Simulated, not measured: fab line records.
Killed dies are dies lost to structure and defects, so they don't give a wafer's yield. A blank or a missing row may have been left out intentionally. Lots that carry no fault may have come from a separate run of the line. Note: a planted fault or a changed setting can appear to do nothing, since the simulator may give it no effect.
Which tool did it?    flow n5Finfet    36 wafers from 12 lots sampled at 2 of the route's 1938 steps

WHAT THE GAUGES SHOWED, per wafer
N5_MOL_CONTACT_COAG_CD_MEAS_84: target cd 25.1 nm.
lot   measured      on        cdNm (nm)
L075  day 5 14:11   cdSem-03  24.93 24.61 25.21
L077  day 5 21:05   cdSem-03  25.14 24.81 24.85
L079  day 6 08:59   cdSem-02  24.76 24.84 24.42
L081  day 6 23:17   cdSem-03  24.76 24.80 24.97
L083  day 7 14:32   cdSem-03  24.94 24.96 24.43
L085  day 8 01:10   cdSem-03  24.64 24.73 24.89
L087  day 8 09:08   cdSem-02  24.98 24.72 25.22
L089  day 9 00:51   cdSem-01  25.19 25.01 24.82
L091  day 9 11:23   cdSem-02  24.78 25.03 25.13
L093  day 10 00:22  cdSem-01  24.80 25.16 25.08
L095  day 10 07:13  cdSem-03  24.52 25.02 24.99
L097  day 10 19:21  cdSem-01  25.09 24.98 24.92

WHAT TOOL EACH LOT RAN ON (gives the tool, then ch and the chambers of the sampled wafers, and finally the start)
lot   N5_MOL_CONTACT_COAG_PRE_CLEAN_141
L075  pvdSputter-01, day 5 05:22
L077  pvdSputter-03, day 5 14:20
L079  pvdSputter-01, day 6 02:12
L081  pvdSputter-03, day 6 16:32
L083  pvdSputter-01, day 7 08:13
L085  pvdSputter-02, day 7 18:56
L087  pvdSputter-01, day 8 03:10
L089  pvdSputter-01, day 8 18:14
L091  pvdSputter-02, day 9 03:19
L093  pvdSputter-03, day 9 17:57
L095  pvdSputter-02, day 10 01:22
L097  pvdSputter-03, day 10 12:13
- N5_MOL_CONTACT_COAG_PRE_CLEAN_141: time 60 s.

THE ANSWER, worked out from the rows above alone
Rule: what is usual is taken from the lots themselves. The widest of any qualifying gaps counts: lots, ordered by their means at a reading, are off when they make up no more than a third of the lots, leave a main group of 4 or more, and stand apart from it by 3 or more times the standard deviation of that group's means. A main group is skipped when, at the precision printed for the reading in the tables above, its means are all equal. A lot without any number at a reading at which 4 lots or more have one is off too. Any other lot the step has rows for is counted as sound.
None of the lots is off at any reading shown; this tells nothing.

WHAT WAS PUT IN BY THE SIMULATOR
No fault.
